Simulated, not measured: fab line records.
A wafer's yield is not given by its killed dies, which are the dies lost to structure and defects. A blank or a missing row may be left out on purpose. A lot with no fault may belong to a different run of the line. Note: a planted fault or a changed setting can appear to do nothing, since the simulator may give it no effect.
fab line records    flow n5_finfet
record lots=24  wafers=72  last_day=17
route steps=1938 shown BEOL_M3@945
lots with no fault: from the same line, run without faults
start_h: hours from the record's opening day to when the first of the lot's shown wafers began    wait_h: hours elapsed since this lot's preceding step    " unchanged from the row above    L1.1+2: a row that stands for several wafers    - value missing, or start not given    * or withheld: withheld    < > ~ a bound
route shown NAME@n: names a module that has steps shown in the file, with the first one's number in the route    usual: mean/standard deviation of fault-free wafers    same: alike in all rows    chamber/n: place in a boat    sites: readings site by site    _std_site: standard deviation across them    _edge_site: the outer-site mean with the inner-site mean subtracted    radius_mm: for every site, how far away it sits from the centre of the wafer    mask NAME#n: copy n    behind: the tool/chamber that last shaped the wafer    hold: what put the lot on hold/how long, in hours/how the hold closed    device: which transistor (n, p or np) failed to switch    end of line: the route-end tests of the same wafers    where a step has no rows: the recipe by itself    killed: count of dies lost to structure and defects at first sort (not the wafer's yield)    map: a wafer's dies, x killed, . not, _ none there
set.NAME: the setting that was run; set.NAME@STEP: the one run at that earlier step    model.NAME: the simulator's own value behind a step, which no gauge read
one table for each step of the route and one row for each wafer, over a sample of lots
services: a tool's chamber out of use, with start hour (start_h, from the record's first day; less than 0 if before it), hours out, and reason
## steps
# step N5_BEOL_M3_OVL_MEAS_12
# recipe points_per_wafer=522
# usual M3_OVL=0.2/0.75
# same points_per_wafer=522
lot.wafer  tool        chamber  start_h  wait_h  M3_OVL[nm]
L075.2     overlay-01  0        149.49   0.0     -1.0
L075.5     "           0        "        "       -0.2
L075.6     "           0        "        "       0.5
L076.3     overlay-01  0        159.42   0.0     -1.4
L076.4     "           0        "        "       -0.3
L076.6     "           0        "        "       0.2
L077.2     overlay-01  0        162.04   0.0     0.1
L077.4     "           0        "        "       0.5
L077.6     "           0        "        "       0.9
L074.1     overlay-01  0        170.30   0.0     -0.6
L074.3     "           0        "        "       -0.6
L074.5     "           0        "        "       0.2
L079.1     overlay-02  0        175.12   0.0     1.8
L079.3     "           0        "        "       0.8
L079.5     "           0        "        "       0.9
L078.4     overlay-02  0        175.30   0.0     0.5
L078.5     "           0        "        "       1.1
L078.6     "           0        "        "       1.0
L080.2     overlay-02  0        180.30   0.0     1.0
L080.3     "           0        "        "       0.9
L080.6     "           0        "        "       1.3
L081.1     overlay-01  0        186.24   0.0     -0.1
L081.4     "           0        "        "       0.4
L081.5     "           0        "        "       0.0
L082.2     overlay-01  0        194.66   0.0     -1.5
L082.4     "           0        "        "       -1.1
L082.5     "           0        "        "       -1.3
L083.1     overlay-02  0        202.96   0.0     0.1
L083.3     "           0        "        "       -0.3
L083.4     "           0        "        "       0.6
L084.1     overlay-02  0        209.37   0.0     -1.0
L084.2     "           0        "        "       -0.3
L084.4     "           0        "        "       -0.4
L085.2     overlay-02  0        214.94   0.0     -0.1
L085.3     "           0        "        "       -0.6
L085.6     "           0        "        "       1.2
L086.2     overlay-02  0        225.17   0.0     0.8
L086.4     "           0        "        "       0.2
L086.5     "           0        "        "       -0.6
L087.1     overlay-02  0        228.19   0.0     0.3
L087.5     "           0        "        "       0.0
L087.6     "           0        "        "       1.0
L088.4     overlay-01  0        234.46   0.0     -0.1
L088.5     "           0        "        "       0.2
L088.6     "           0        "        "       -0.3
L089.2     overlay-01  0        241.90   0.0     0.6
L089.5     "           0        "        "       0.3
L089.6     "           0        "        "       0.6
L090.2     overlay-01  0        248.15   0.0     0.8
L090.3     "           0        "        "       0.3
L090.5     "           0        "        "       1.0
L091.2     overlay-01  0        249.03   0.0     0.3
L091.5     "           0        "        "       0.4
L091.6     "           0        "        "       -0.1
L092.2     overlay-01  0        254.95   0.0     -0.7
L092.4     "           0        "        "       0.0
L092.5     "           0        "        "       -1.0
L093.2     overlay-02  0        261.43   0.0     1.6
L093.3     "           0        "        "       1.5
L093.6     "           0        "        "       1.2
L094.2     overlay-02  0        267.54   0.0     0.7
L094.3     "           0        "        "       -0.6
L094.5     "           0        "        "       0.2
L095.2     overlay-02  0        279.21   0.0     0.5
L095.4     "           0        "        "       0.0
L095.5     "           0        "        "       0.7
L096.1     overlay-02  0        279.55   0.0     0.2
L096.4     "           0        "        "       0.7
L096.6     "           0        "        "       1.3
L097.3     overlay-02  0        283.61   0.0     -0.1
L097.4     "           0        "        "       -0.3
L097.6     "           0        "        "       -0.9
# step N5_BEOL_M3_ETCH_74
# recipe chemistry=N2/H2  target=underlayer  target_depth_a=65  mask_material=CAR-EUV  time_s=5.2  ion_energy_ev=200  pressure_mtorr=30  source_w=840  bias_w=150  n2_flow_sccm=200  h2_flow_sccm=200  ends=cleared
# usual drypump_motor_current_A=5.9/0.58  etch_rf_on_time_s=5.24/0.18  oes_product_au=0.67/0.064  rf_vpp_V=523.6/2.6  showerhead_plenum_p_Torr=2.54/0.083  throttle_valve_pct=17.78/0.23
lot.wafer  tool         chamber  start_h  wait_h  drypump_motor_current_A  etch_rf_on_time_s  oes_product_au  rf_hours_counter_h  rf_vpp_V  showerhead_plenum_p_Torr  throttle_valve_pct
L075.2     rie_diel-02  1        149.89   0.0     5.3                      5.22               0.64            157                 523.9     2.55                      17.76
L075.5     "            2        "        "       6.2                      5.14               0.79            -                   528.7     2.69                      17.53
L075.6     "            1        "        "       5.3                      5.19               0.65            -                   525.5     2.55                      17.76
L076.3     rie_diel-04  1        159.54   0.0     5.1                      5.00               0.77            27                  526.0     2.62                      17.95
L076.4     "            2        "        "       5.8                      5.39               0.63            162                 520.6     2.44                      17.70
L076.6     "            3        "        "       6.7                      4.98               0.71            -                   522.0     2.44                      17.56
L077.2     rie_diel-04  3        162.16   0.0     6.7                      5.10               0.69            127                 520.1     2.44                      17.55
L077.4     "            2        "        "       5.7                      5.47               0.62            163                 521.4     2.44                      17.69
L077.6     "            2        "        "       5.7                      5.52               0.61            -                   523.1     2.44                      17.69
L074.1     rie_diel-01  0        170.52   0.0     5.1                      4.95               0.77            33                  522.2     2.48                      17.57
L074.3     "            3        "        "       6.3                      5.40               0.62            176                 520.3     2.51                      17.38
L074.5     "            3        "        "       6.3                      5.40               0.63            -                   524.4     2.50                      17.39
L079.1     rie_diel-01  3        175.60   0.0     6.3                      5.41               0.63            178                 526.7     2.50                      17.37
L079.3     "            1        "        "       6.4                      5.38               0.73            41                  526.1     2.57                      17.86
L079.5     "            0        "        "       5.1                      4.96               0.77            -                   521.8     2.48                      17.58
L078.4     rie_diel-04  0        175.62   0.0     6.1                      5.40               0.61            173                 526.1     2.65                      18.08
L078.5     "            2        "        "       5.7                      5.47               0.61            -                   520.0     2.44                      17.68
L078.6     "            3        "        "       6.6                      5.06               0.69            -                   521.7     2.44                      17.54
L080.2     rie_diel-04  0        180.42   0.0     6.1                      5.40               0.62            174                 527.0     2.65                      18.10
L080.3     "            2        "        "       5.7                      5.41               0.61            168                 520.2     2.44                      17.68
L080.6     "            2        "        "       5.7                      5.44               0.62            -                   520.0     2.44                      17.70
L081.1     rie_diel-02  2        186.39   0.0     6.2                      5.04               0.76            22                  523.3     2.69                      17.59
L081.4     "            3        "        "       6.0                      5.42               0.59            -                   522.7     2.51                      18.13
L081.5     "            2        "        "       6.2                      5.10               0.76            -                   526.9     2.69                      17.57
L082.2     rie_diel-01  2        194.78   0.0     6.8                      5.08               0.67            130                 520.9     2.47                      17.63
L082.4     "            0        "        "       5.1                      4.96               0.76            41                  523.3     2.48                      17.60
L082.5     "            0        "        "       5.1                      4.98               0.75            -                   520.8     2.48                      17.62
L083.1     rie_diel-01  2        203.65   0.0     6.8                      5.10               0.66            133                 520.3     2.47                      17.63
L083.3     "            3        "        "       6.3                      5.46               0.62            187                 524.5     2.50                      17.37
L083.4     "            0        "        "       5.1                      4.94               0.75            43                  521.6     2.48                      17.59
L084.1     rie_diel-02  3        209.50   0.0     6.0                      5.28               0.61            187                 522.6     2.51                      18.13
L084.2     "            1        "        "       5.4                      5.12               0.64            171                 520.7     2.54                      17.81
L084.4     "            0        "        "       5.6                      5.35               0.79            6                   525.2     2.63                      17.96
L085.2     rie_diel-04  3        215.06   0.0     6.7                      5.06               0.68            142                 520.2     2.43                      17.56
L085.3     "            2        "        "       5.7                      5.47               0.61            179                 519.0     2.43                      17.72
L085.6     "            2        "        "       5.7                      5.48               0.61            -                   521.1     2.43                      17.75
L086.2     rie_diel-04  0        225.29   0.0     6.1                      5.45               0.59            187                 525.8     2.64                      18.10
L086.4     "            2        "        "       5.6                      5.48               0.60            182                 520.5     2.43                      17.74
L086.5     "            3        "        "       6.7                      5.09               0.68            -                   519.4     2.43                      17.58
L087.1     rie_diel-04  3        228.31   0.0     6.6                      5.06               0.69            147                 522.5     2.43                      17.62
L087.5     "            3        "        "       6.7                      5.02               0.68            -                   520.6     2.43                      17.59
L087.6     "            0        "        "       6.1                      5.40               0.61            -                   525.9     2.64                      18.12
L088.4     rie_diel-01  3        234.57   0.0     6.3                      5.40               0.61            -                   522.6     2.50                      17.39
L088.5     "            0        "        "       5.1                      5.03               0.73            -                   525.8     2.47                      17.61
L088.6     "            1        "        "       6.3                      5.38               0.73            -                   525.1     2.57                      17.88
L089.2     rie_diel-04  1        242.02   0.0     5.0                      5.05               0.74            51                  522.7     2.61                      18.01
L089.5     "            3        "        "       6.7                      5.00               0.67            -                   522.4     2.43                      17.58
L089.6     "            0        "        "       6.1                      5.42               0.60            -                   526.9     2.64                      18.16
L090.2     rie_diel-02  0        248.27   0.0     5.5                      5.33               0.77            18                  525.8     2.63                      17.97
L090.3     "            3        "        "       6.0                      5.31               0.59            199                 521.0     2.51                      18.18
L090.5     "            1        "        "       5.3                      5.15               0.63            -                   523.9     2.53                      17.84
L091.2     rie_diel-02  2        249.15   0.0     6.2                      5.14               0.73            40                  528.1     2.68                      17.59
L091.5     "            2        "        "       6.2                      5.13               0.73            -                   527.7     2.68                      17.59
L091.6     "            1        "        "       5.4                      5.17               0.63            -                   523.8     2.53                      17.80
L092.2     rie_diel-02  3        255.07   0.0     6.0                      5.36               0.59            201                 522.7     2.51                      18.17
L092.4     "            2        "        "       6.2                      5.14               0.72            41                  526.7     2.68                      17.57
L092.5     "            0        "        "       5.6                      5.33               0.76            -                   524.3     2.62                      17.99
L093.2     rie_diel-04  1        261.70   0.0     5.0                      5.05               0.72            57                  525.1     2.61                      18.03
L093.3     "            3        "        "       6.7                      5.05               0.68            157                 519.5     2.43                      17.63
L093.6     "            1        "        "       5.0                      5.09               0.73            -                   524.6     2.61                      18.01
L094.2     rie_diel-01  3        267.66   0.0     6.3                      5.41               0.61            206                 519.4     2.49                      17.41
L094.3     "            0        "        "       5.1                      5.02               0.72            64                  523.5     2.47                      17.62
L094.5     "            3        "        "       6.3                      5.44               0.61            -                   523.4     2.49                      17.42
L095.2     rie_diel-04  1        279.33   0.0     5.0                      4.99               0.73            62                  526.1     2.60                      18.03
L095.4     "            3        "        "       6.7                      5.06               0.66            163                 520.9     2.42                      17.61
L095.5     "            2        "        "       5.8                      5.47               0.60            -                   520.9     2.43                      17.73
L096.1     rie_diel-01  3        279.74   0.0     6.3                      5.45               0.60            211                 522.4     2.49                      17.41
L096.4     "            1        "        "       6.4                      5.48               0.70            75                  525.8     2.56                      17.90
L096.6     "            3        "        "       6.3                      5.51               0.60            -                   523.0     2.49                      17.43
L097.3     rie_diel-01  0        285.31   0.0     5.1                      5.04               0.71            72                  520.9     2.47                      17.65
L097.4     "            1        "        "       6.4                      5.37               0.70            77                  527.1     2.56                      17.93
L097.6     "            3        "        "       6.2                      5.42               0.60            -                   521.3     2.49                      17.46
# step N5_BEOL_M3_CD_MEAS_28
# recipe target_cd_nm=25.7  landing_energy_ev=500  detector=se_inlens  target_cd_y_nm=23.3  polarity=opening
# usual cd_nm=25.77/0.23
lot.wafer  tool       chamber  start_h  wait_h  cd_nm
L075.2     cd_sem-03  0        150.74   -       25.71
L075.5     "          0        "        "       25.75
L075.6     "          0        "        "       25.79
L076.3     cd_sem-03  0        160.31   -       25.81
L076.4     "          0        "        "       25.26
L076.6     "          0        "        "       26.00
L077.2     cd_sem-02  0        162.87   -       25.63
L077.4     "          0        "        "       25.53
L077.6     "          0        "        "       25.45
L074.1     cd_sem-03  0        171.66   -       25.64
L074.3     "          0        "        "       25.62
L074.5     "          0        "        "       25.82
L079.1     cd_sem-03  0        176.31   -       25.47
L079.3     "          0        "        "       25.61
L079.5     "          0        "        "       25.99
L078.4     cd_sem-03  0        176.37   -       26.20
L078.5     "          0        "        "       26.29
L078.6     "          0        "        "       25.81
L080.2     cd_sem-02  0        181.13   -       25.89
L080.3     "          0        "        "       25.83
L080.6     "          0        "        "       26.05
L081.1     cd_sem-02  0        187.16   -       25.47
L081.4     "          0        "        "       26.04
L081.5     "          0        "        "       25.89
L082.2     cd_sem-02  0        195.50   -       25.78
L082.4     "          0        "        "       25.67
L082.5     "          0        "        "       26.13
L083.1     cd_sem-02  0        204.49   -       25.82
L083.3     "          0        "        "       26.02
L083.4     "          0        "        "       25.85
L084.1     cd_sem-01  0        210.34   -       25.70
L084.2     "          0        "        "       25.64
L084.4     "          0        "        "       26.03
L085.2     cd_sem-03  0        215.78   -       25.77
L085.3     "          0        "        "       25.84
L085.6     "          0        "        "       25.54
L086.2     cd_sem-01  0        226.43   -       25.87
L086.4     "          0        "        "       25.99
L086.5     "          0        "        "       25.93
L087.1     cd_sem-03  0        229.03   -       25.37
L087.5     "          0        "        "       25.99
L087.6     "          0        "        "       25.83
L088.4     cd_sem-03  0        235.28   -       26.30
L088.5     "          0        "        "       25.45
L088.6     "          0        "        "       25.82
L089.2     cd_sem-03  0        242.79   -       25.96
L089.5     "          0        "        "       25.90
L089.6     "          0        "        "       25.70
L090.2     cd_sem-02  0        248.98   -       25.87
L090.3     "          0        "        "       25.28
L090.5     "          0        "        "       25.99
L091.2     cd_sem-03  0        249.99   -       26.20
L091.5     "          0        "        "       25.79
L091.6     "          0        "        "       25.54
L092.2     cd_sem-01  0        255.91   -       25.82
L092.4     "          0        "        "       25.95
L092.5     "          0        "        "       26.06
L093.2     cd_sem-02  0        262.53   -       25.38
L093.3     "          0        "        "       25.78
L093.6     "          0        "        "       26.12
L094.2     cd_sem-03  0        268.38   -       25.55
L094.3     "          0        "        "       25.65
L094.5     "          0        "        "       25.67
L095.2     cd_sem-02  0        280.18   -       25.78
L095.4     "          0        "        "       25.74
L095.5     "          0        "        "       26.07
L096.1     cd_sem-01  0        280.58   -       25.69
L096.4     "          0        "        "       25.64
L096.6     "          0        "        "       26.13
L097.3     cd_sem-03  0        286.47   -       25.66
L097.4     "          0        "        "       25.61
L097.6     "          0        "        "       25.48
# step N5_BEOL_M3_OVL_MEAS_29
# recipe points_per_wafer=522
# usual V2_OVL=0.1/0.7
# same points_per_wafer=522
lot.wafer  tool        chamber  start_h  wait_h  V2_OVL[nm]
L075.2     overlay-01  0        150.77   0.0     -0.4
L075.5     "           0        "        "       -0.4
L075.6     "           0        "        "       0.0
L076.3     overlay-01  0        160.35   0.0     0.9
L076.4     "           0        "        "       1.4
L076.6     "           0        "        "       1.1
L077.2     overlay-02  0        162.91   0.0     -1.1
L077.4     "           0        "        "       -0.7
L077.6     "           0        "        "       0.3
L074.1     overlay-02  0        171.71   0.1     0.1
L074.3     "           0        "        "       0.0
L074.5     "           0        "        "       -0.6
L079.1     overlay-02  0        176.34   0.0     -0.4
L079.3     "           0        "        "       0.1
L079.5     "           0        "        "       -1.2
L078.4     overlay-02  0        176.42   0.0     0.2
L078.5     "           0        "        "       0.2
L078.6     "           0        "        "       0.1
L080.2     overlay-02  0        181.17   0.0     0.6
L080.3     "           0        "        "       0.9
L080.6     "           0        "        "       -0.4
L081.1     overlay-01  0        187.19   0.0     -0.1
L081.4     "           0        "        "       0.4
L081.5     "           0        "        "       -0.3
L082.2     overlay-01  0        195.53   0.0     0.3
L082.4     "           0        "        "       -0.5
L082.5     "           0        "        "       -0.8
L083.1     overlay-01  0        204.52   0.0     0.6
L083.3     "           0        "        "       0.7
L083.4     "           0        "        "       0.8
L084.1     overlay-02  0        210.37   0.0     1.0
L084.2     "           0        "        "       0.9
L084.4     "           0        "        "       1.2
L085.2     overlay-02  0        215.81   0.0     -0.2
L085.3     "           0        "        "       -0.1
L085.6     "           0        "        "       -0.3
L086.2     overlay-02  0        226.47   0.0     -0.2
L086.4     "           0        "        "       0.8
L086.5     "           0        "        "       -0.5
L087.1     overlay-02  0        229.06   0.0     -0.2
L087.5     "           0        "        "       0.3
L087.6     "           0        "        "       -0.3
L088.4     overlay-01  0        235.33   0.0     -0.7
L088.5     "           0        "        "       -0.6
L088.6     "           0        "        "       -0.9
L089.2     overlay-01  0        242.82   0.0     0.8
L089.5     "           0        "        "       0.0
L089.6     "           0        "        "       0.8
L090.2     overlay-02  0        249.02   0.0     0.4
L090.3     "           0        "        "       -1.1
L090.5     "           0        "        "       -0.6
L091.2     overlay-01  0        250.03   0.0     0.7
L091.5     "           0        "        "       0.6
L091.6     "           0        "        "       0.1
L092.2     overlay-01  0        255.94   0.0     1.6
L092.4     "           0        "        "       1.0
L092.5     "           0        "        "       1.1
L093.2     overlay-02  0        262.56   0.0     1.0
L093.3     "           0        "        "       0.6
L093.6     "           0        "        "       -0.1
L094.2     overlay-02  0        268.41   0.0     -0.4
L094.3     "           0        "        "       0.8
L094.5     "           0        "        "       0.0
L095.2     overlay-01  0        280.21   0.0     0.7
L095.4     "           0        "        "       1.2
L095.5     "           0        "        "       0.4
L096.1     overlay-02  0        280.61   0.0     0.4
L096.4     "           0        "        "       -0.6
L096.6     "           0        "        "       -0.6
L097.3     overlay-01  0        286.51   0.0     -1.5
L097.4     "           0        "        "       -1.3
L097.6     "           0        "        "       -0.8
# step N5_BEOL_M3_ETCH_77
# recipe chemistry=N2/H2  target=underlayer  target_depth_a=65  mask_material=CAR-EUV  time_s=5.2  ion_energy_ev=200  pressure_mtorr=30  source_w=840  bias_w=150  n2_flow_sccm=200  h2_flow_sccm=200  ends=cleared
# usual drypump_motor_current_A=5.9/0.5  etch_rf_on_time_s=5.24/0.17  oes_product_au=0.67/0.07  rf_vpp_V=524.5/2.8  showerhead_plenum_p_Torr=2.56/0.085  throttle_valve_pct=17.83/0.26
lot.wafer  tool         chamber  start_h  wait_h  drypump_motor_current_A  etch_rf_on_time_s  oes_product_au  rf_hours_counter_h  rf_vpp_V  showerhead_plenum_p_Torr  throttle_valve_pct
L075.2     rie_diel-01  0        150.96   0.0     5.1                      4.93               0.78            27                  521.5     2.49                      17.57
L075.5     "            2        "        "       6.8                      4.99               0.67            -                   520.8     2.48                      17.63
L075.6     "            1        "        "       6.4                      5.39               0.75            -                   522.7     2.58                      17.83
L076.3     rie_diel-02  2        160.46   0.0     6.2                      5.03               0.78            11                  529.4     2.69                      17.56
L076.4     "            2        "        "       6.2                      5.06               0.78            -                   529.2     2.69                      17.58
L076.6     "            3        "        "       6.0                      5.30               0.62            -                   524.1     2.52                      18.13
L077.2     rie_diel-04  0        163.13   0.0     6.1                      5.39               0.61            169                 528.8     2.65                      18.11
L077.4     "            1        "        "       5.0                      5.04               0.77            28                  524.5     2.62                      17.94
L077.6     "            2        "        "       5.7                      5.49               0.61            -                   519.0     2.44                      17.71
L074.1     rie_diel-02  2        172.01   0.0     6.2                      5.04               0.78            16                  530.2     2.69                      17.54
L074.3     "            3        "        "       6.0                      5.34               0.61            175                 523.3     2.52                      18.11
L074.5     "            0        "        "       5.6                      5.23               0.58            -                   526.4     2.63                      18.39
L079.1     rie_diel-02  3        176.47   0.0     6.0                      5.35               0.61            177                 524.5     2.52                      18.12
L079.3     "            2        "        "       6.2                      5.14               0.77            18                  530.6     2.69                      17.56
L079.5     "            3        "        "       6.0                      5.34               0.59            -                   523.7     2.52                      18.12
L078.4     rie_diel-02  2        176.59   0.0     6.2                      5.10               0.78            -                   531.2     2.69                      17.56
L078.5     "            1        "        "       5.4                      5.08               0.64            -                   522.1     2.54                      17.75
L078.6     "            3        "        "       6.0                      5.32               0.62            -                   522.3     2.52                      18.14
L080.2     rie_diel-02  3        181.29   0.0     6.0                      5.36               0.60            179                 522.9     2.52                      18.13
L080.3     "            2        "        "       6.2                      5.07               0.76            20                  529.5     2.69                      17.54
L080.6     "            1        "        "       5.4                      5.16               0.65            -                   524.0     2.54                      17.80
L081.1     rie_diel-04  0        187.31   0.0     6.1                      5.40               0.61            176                 526.9     2.65                      18.10
L081.4     "            2        "        "       5.7                      5.42               0.61            171                 522.4     2.44                      17.73
L081.5     "            0        "        "       6.1                      5.44               0.62            -                   525.7     2.65                      18.11
L082.2     rie_diel-02  1        195.65   0.0     5.4                      5.17               0.64            167                 522.0     2.54                      17.78
L082.4     "            2        "        "       6.2                      5.08               0.77            24                  529.7     2.69                      17.56
L082.5     "            2        "        "       6.2                      5.09               0.75            -                   527.6     2.69                      17.61
L083.1     rie_diel-04  2        205.12   0.0     5.7                      5.54               0.61            176                 522.7     2.43                      17.70
L083.3     "            3        "        "       6.7                      5.04               0.69            140                 522.0     2.43                      17.61
L083.4     "            0        "        "       6.0                      5.45               0.61            182                 526.0     2.65                      18.12
L084.1     rie_diel-01  2        210.60   0.0     6.8                      5.07               0.66            135                 521.0     2.47                      17.66
L084.2     "            1        "        "       6.4                      5.41               0.73            52                  526.0     2.57                      17.88
L084.4     "            0        "        "       5.1                      4.95               0.76            45                  521.1     2.48                      17.60
L085.2     rie_diel-02  2        215.93   0.0     6.2                      5.07               0.76            30                  526.3     2.69                      17.57
L085.3     "            3        "        "       6.0                      5.29               0.60            189                 521.8     2.51                      18.14
L085.6     "            3        "        "       6.0                      5.35               0.59            -                   524.2     2.51                      18.15
L086.2     rie_diel-02  1        226.59   0.0     5.4                      5.16               0.64            176                 522.9     2.54                      17.82
L086.4     "            3        "        "       5.9                      5.35               0.59            192                 523.4     2.51                      18.15
L086.5     "            1        "        "       5.3                      5.22               0.63            -                   522.2     2.54                      17.82
L087.1     rie_diel-04  1        229.38   0.0     5.0                      5.06               0.74            48                  526.4     2.61                      17.99
L087.5     "            0        "        "       6.1                      5.44               0.61            -                   529.1     2.64                      18.13
L087.6     "            3        "        "       6.7                      5.05               0.68            -                   520.0     2.43                      17.60
L088.4     rie_diel-01  1        235.73   0.0     6.4                      5.40               0.72            -                   525.6     2.57                      17.87
L088.5     "            0        "        "       5.1                      5.03               0.74            -                   522.4     2.48                      17.60
L088.6     "            3        "        "       6.3                      5.47               0.61            -                   522.6     2.50                      17.39
L089.2     rie_diel-02  2        242.94   0.0     6.2                      5.08               0.73            38                  527.7     2.68                      17.58
L089.5     "            2        "        "       6.2                      5.17               0.73            -                   528.0     2.68                      17.61
L089.6     "            3        "        "       6.0                      5.44               0.58            -                   522.6     2.51                      18.18
L090.2     rie_diel-01  0        249.15   0.0     5.1                      5.11               0.71            59                  521.1     2.47                      17.59
L090.3     "            2        "        "       6.8                      5.15               0.65            142                 519.9     2.46                      17.67
L090.5     "            3        "        "       6.2                      5.52               0.60            -                   523.8     2.49                      17.40
L091.2     rie_diel-02  1        250.15   0.0     5.3                      5.23               0.63            183                 525.6     2.53                      17.83
L091.5     "            3        "        "       6.0                      5.46               0.58            -                   523.8     2.51                      18.16
L091.6     "            2        "        "       6.2                      5.15               0.73            -                   529.4     2.68                      17.58
L092.2     rie_diel-02  3        256.06   0.0     6.0                      5.32               0.59            201                 521.9     2.51                      18.19
L092.4     "            0        "        "       5.6                      5.38               0.77            20                  526.7     2.62                      18.01
L092.5     "            0        "        "       5.6                      5.40               0.76            -                   526.6     2.62                      17.97
L093.2     rie_diel-04  1        262.68   0.0     5.0                      5.04               0.73            57                  526.8     2.61                      18.02
L093.3     "            3        "        "       6.7                      5.02               0.67            157                 520.9     2.43                      17.63
L093.6     "            3        "        "       6.7                      5.05               0.67            -                   522.6     2.43                      17.60
L094.2     rie_diel-02  2        268.53   0.0     6.2                      5.14               0.72            46                  528.6     2.68                      17.63
L094.3     "            1        "        "       5.3                      5.16               0.63            189                 524.1     2.53                      17.83
L094.5     "            2        "        "       6.2                      5.14               0.72            -                   527.8     2.68                      17.62
L095.2     rie_diel-04  3        280.34   0.0     6.7                      5.07               0.67            163                 519.0     2.42                      17.63
L095.4     "            1        "        "       5.0                      5.00               0.73            62                  525.7     2.60                      18.03
L095.5     "            2        "        "       5.7                      5.50               0.59            -                   520.9     2.42                      17.77
L096.1     rie_diel-01  0        280.88   0.0     5.1                      5.05               0.72            69                  520.7     2.47                      17.63
L096.4     "            1        "        "       6.4                      5.38               0.71            75                  525.0     2.56                      17.89
L096.6     "            0        "        "       5.1                      5.02               0.72            -                   521.9     2.47                      17.62
L097.3     rie_diel-02  1        287.25   0.0     5.3                      5.23               0.62            191                 525.8     2.53                      17.85
L097.4     "            2        "        "       6.2                      5.10               0.73            48                  528.0     2.68                      17.62
L097.6     "            3        "        "       6.0                      5.36               0.59            -                   522.0     2.50                      18.20
# step N5_BEOL_M3_DEGAS_44
# recipe ambient=vacuum  temp_c=250  time_s=60
# usual heater_power_w=329/29
lot.wafer  tool            chamber  start_h  wait_h  heater_power_w
L075.2     pvd_sputter-01  -        159.19   0.3     355
L075.5     "               -        "        "       356
L075.6     "               -        "        "       336
L076.3     pvd_sputter-03  -        162.82   1.0     334
L076.4     "               -        "        "       342
L076.6     "               -        "        "       339
L077.2     pvd_sputter-02  -        164.97   0.5     359
L077.4     "               -        "        "       305
L077.6     "               -        "        "       304
L074.1     pvd_sputter-02  -        173.65   0.5     319
L074.3     "               -        "        "       300
L074.5     "               -        "        "       302
L079.1     pvd_sputter-02  -        177.31   0.1     362
L079.3     "               -        "        "       305
L079.5     "               -        "        "       344
L078.4     pvd_sputter-02  -        177.47   0.0     376
L078.5     "               -        "        "       361
L078.6     "               -        "        "       301
L080.2     pvd_sputter-02  -        182.42   0.2     308
L080.3     "               -        "        "       342
L080.6     "               -        "        "       308
L081.1     pvd_sputter-02  -        191.45   0.6     306
L081.4     "               -        "        "       360
L081.5     "               -        "        "       308
L082.2     pvd_sputter-01  -        198.73   0.3     339
L082.4     "               -        "        "       329
L082.5     "               -        "        "       360
L083.1     pvd_sputter-02  -        210.58   0.3     371
L083.3     "               -        "        "       315
L083.4     "               -        "        "       351
L084.1     pvd_sputter-01  -        217.85   0.0     329
L084.2     "               -        "        "       270
L084.4     "               -        "        "       350
L085.2     pvd_sputter-02  -        220.03   1.6     308
L085.3     "               -        "        "       360
L085.6     "               -        "        "       345
L086.2     pvd_sputter-01  -        229.64   2.0     330
L086.4     "               -        "        "       350
L086.5     "               -        "        "       350
L087.1     pvd_sputter-02  -        234.26   0.4     367
L087.5     "               -        "        "       319
L087.6     "               -        "        "       304
L088.4     pvd_sputter-02  -        237.70   0.1     315
L088.5     "               -        "        "       308
L088.6     "               -        "        "       324
L089.2     pvd_sputter-03  -        245.16   0.2     335
L089.5     "               -        "        "       354
L089.6     "               -        "        "       268
L091.2     pvd_sputter-03  -        253.95   0.2     349
L091.5     "               -        "        "       336
L091.6     "               -        "        "       348
L090.2     pvd_sputter-03  -        254.11   0.2     361
L090.3     "               -        "        "       339
L090.5     "               -        "        "       273
L092.2     pvd_sputter-01  -        261.54   0.4     334
L092.4     "               -        "        "       275
L092.5     "               -        "        "       268
L093.2     pvd_sputter-03  -        270.54   0.9     368
L093.3     "               -        "        "       340
L093.6     "               -        "        "       364
L094.2     pvd_sputter-03  -        270.62   0.9     345
L094.3     "               -        "        "       267
L094.5     "               -        "        "       337
L095.2     pvd_sputter-03  -        283.59   0.0     270
L095.4     "               -        "        "       339
L095.5     "               -        "        "       339
L096.1     pvd_sputter-01  -        286.30   0.2     357
L096.4     "               -        "        "       274
L096.6     "               -        "        "       340
L097.3     pvd_sputter-02  -        289.00   0.3     357
L097.4     "               -        "        "       350
L097.6     "               -        "        "       300
## services
tool         chamber  start_h  hours  kind
rie_diel-04  -        131.63   0.8    repair
rie_diel-04  0        132.51   11.9   repair
rie_diel-02  1        156.55   15.9   repair
rie_diel-01  3        165.35   3.0    repair
rie_diel-02  0        172.64   -      clean
rie_diel-02  0        172.64   -      consumable_replace:focus_ring
rie_diel-02  0        172.64   14.3   scheduled_down
rie_diel-02  0        172.64   14.3   vent_cycle
rie_diel-01  2        220.07   16.1   repair
rie_diel-02  0        264.59   16.2   repair
rie_diel-02  -        271.50   14.6   pm
## key
fault none
